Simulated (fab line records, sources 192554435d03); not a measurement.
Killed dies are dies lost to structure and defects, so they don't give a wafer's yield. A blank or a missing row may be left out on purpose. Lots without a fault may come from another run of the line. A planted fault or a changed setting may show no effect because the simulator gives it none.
Chamber matching | flow n5_finfet | N5_MOL_CONTACT_COAG_ETCH_106 on rie_diel-06: 4 sister chambers
The step etches SOC in N2/H2, target depth 80 nm, overetch 16 nm, time 120 s. 18 wafers are shown with their chamber, then 9 later ones without.

WAFERS WITH THEIR CHAMBER
wafer  | chamber | throttle_valve_pct (%) | showerhead_plenum_p_Torr (Torr) | oes_product_au (a.u.)
L077.2 | 2       | 17.73                  | 2.57                            | 0.72
L077.5 | 1       | 17.78                  | 2.63                            | 0.64
L077.6 | 0       | 18.23                  | 2.52                            | 0.64
L082.1 | 1       | 17.80                  | 2.63                            | 0.63
L082.2 | 2       | 17.75                  | 2.57                            | 0.71
L082.3 | 0       | 18.24                  | 2.52                            | 0.65
L083.3 | 2       | 17.74                  | 2.57                            | 0.71
L083.4 | 1       | 17.80                  | 2.62                            | 0.63
L083.5 | 3       | 17.90                  | 2.57                            | 0.74
L084.3 | 3       | 17.92                  | 2.57                            | 0.75
L084.4 | 2       | 17.75                  | 2.57                            | 0.70
L084.6 | 2       | 17.74                  | 2.57                            | 0.71
L085.2 | 3       | 17.93                  | 2.56                            | 0.74
L085.4 | 0       | 18.25                  | 2.52                            | 0.64
L085.5 | 2       | 17.76                  | 2.57                            | 0.69
L086.2 | 3       | 17.93                  | 2.56                            | 0.74
L086.3 | 0       | 18.26                  | 2.52                            | 0.63
L086.5 | 3       | 17.92                  | 2.56                            | 0.74

SIGNATURES (means of the wafers above)
reading                  | chamber 0 | chamber 1 | chamber 2 | chamber 3 | scatter within a chamber
throttle_valve_pct       | 18.2450   | 17.7933   | 17.7450   | 17.9200   | 0.0117
showerhead_plenum_p_Torr | 2.5200    | 2.6267    | 2.5700    | 2.5640    | 0.00365
oes_product_au           | 0.6400    | 0.6333    | 0.7067    | 0.7420    | 0.00793
Rule: a wafer's distance from a chamber is the root of the sum, over the readings, of the square of ((its reading less the chamber's mean) divided by the reading's scatter). The wafer belongs to the nearest chamber; if the next one is less than 2 further off, it can't be placed. The scatter: the root of (the sum of the squares of (reading less its chamber's mean) over the shown wafers, divided by (wafers less chambers)).

WAFERS WITHOUT THEIR CHAMBER
wafer  | throttle_valve_pct (%) | showerhead_plenum_p_Torr (Torr) | oes_product_au (a.u.)
L089.1 | 17.75                  | 2.56                            | 0.70
L089.5 | 18.27                  | 2.51                            | 0.63
L089.6 | 17.93                  | 2.56                            | 0.73
L093.2 | 18.28                  | 2.51                            | 0.63
L093.4 | 17.78                  | 2.56                            | 0.69
L093.5 | 17.95                  | 2.56                            | 0.72
L096.2 | 18.29                  | 2.51                            | 0.62
L096.4 | 18.31                  | 2.51                            | 0.62
L096.5 | 17.81                  | 2.55                            | 0.69

WHICH CHAMBER EACH WENT THROUGH
wafer  | from the rows above | in truth
L089.1 | 2                   | 2
L089.5 | 0                   | 0
L089.6 | 3                   | 3
L093.2 | 0                   | 0
L093.4 | 2                   | 2
L093.5 | 3                   | 3
L096.2 | 0                   | 0
L096.4 | 0                   | 0
L096.5 | 2                   | 2
Placed correctly: 9 of 9. Can't be placed from these rows: 0. Placed wrongly: 0.
